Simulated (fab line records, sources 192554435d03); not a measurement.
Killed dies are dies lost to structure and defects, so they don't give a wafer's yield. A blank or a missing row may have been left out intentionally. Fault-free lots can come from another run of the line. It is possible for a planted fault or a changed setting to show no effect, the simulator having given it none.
Chamber matching | flow n5Finfet | aldSin-04 running N5_MOL_CONTACT_COAG_ALD_27: 4 sister chambers
The step deposits SiOC, target thk 17 nm, pulse time 1.5 s, time 2720 s. 16 wafers are shown with their chamber, then 8 later ones without.

## WAFERS PAIRED WITH THEIR CHAMBERS
wafer  | chamber | heaterPowerW (W) | precursorPulseHeightRel
L075.1 | 3       | 705              | 0.979
L075.2 | 1       | 800              | 1.039
L075.4 | 0       | 1002             | 0.994
L082.2 | 0       | 993              | 0.997
L082.3 | 3       | 690              | 1.013
L082.6 | 3       | 693              | 0.952
L083.1 | 1       | 795              | 1.008
L083.2 | 2       | 847              | 0.997
L083.6 | 2       | 873              | 1.006
L089.1 | 3       | 715              | 0.967
L089.4 | 0       | 982              | 1.010
L089.6 | 2       | 863              | 0.996
L093.1 | 1       | 803              | 0.999
L093.4 | 3       | 694              | 1.014
L093.6 | 2       | 863              | 0.977
L094.1 | 0       | 978              | 0.988

SIGNATURES, as means of the wafers listed above
reading                 | chamber 0 | chamber 1 | chamber 2 | chamber 3 | scatter within a chamber
heaterPowerW            | 988.75    | 799.33    | 861.50    | 699.40    | 9.86
precursorPulseHeightRel | 0.99725   | 1.01533   | 0.99400   | 0.98500   | 0.0197
Rule: for each reading, subtract the chamber's mean from the wafer's reading, divide by that reading's scatter and square the result; add these up over the readings and take the root, which gives the wafer's distance from the chamber. The wafer belongs to the nearest chamber; if the next one is less than 2 further off, it can't be placed. How the scatter is found: for the shown wafers, subtract from each reading the mean of its chamber, square and add these, divide the total by (wafers less chambers), then take the root.

## WAFERS WITHOUT THEIR CHAMBER
wafer  | heaterPowerW (W) | precursorPulseHeightRel
L094.2 | 829              | 0.991
L094.3 | 688              | 0.999
L096.1 | 792              | 0.989
L096.3 | 959              | 0.974
L096.5 | 974              | 1.003
L097.3 | 686              | 1.010
L097.4 | 825              | 0.966
L097.6 | 977              | 1.008

## THE CHAMBER EACH PASSED THROUGH
wafer  | from the rows above     | in truth
L094.2 | can't be placed: 1 or 2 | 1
L094.3 | 3                       | 3
L096.1 | 1                       | 1
L096.3 | 0                       | 0
L096.5 | 0                       | 0
L097.3 | 3                       | 3
L097.4 | can't be placed: 1 or 2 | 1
L097.6 | 0                       | 0
Placed correctly: 6 of 8. From these rows, 2 cannot be placed; in 2 the true chamber is one of the candidates. Number placed wrongly: 0.
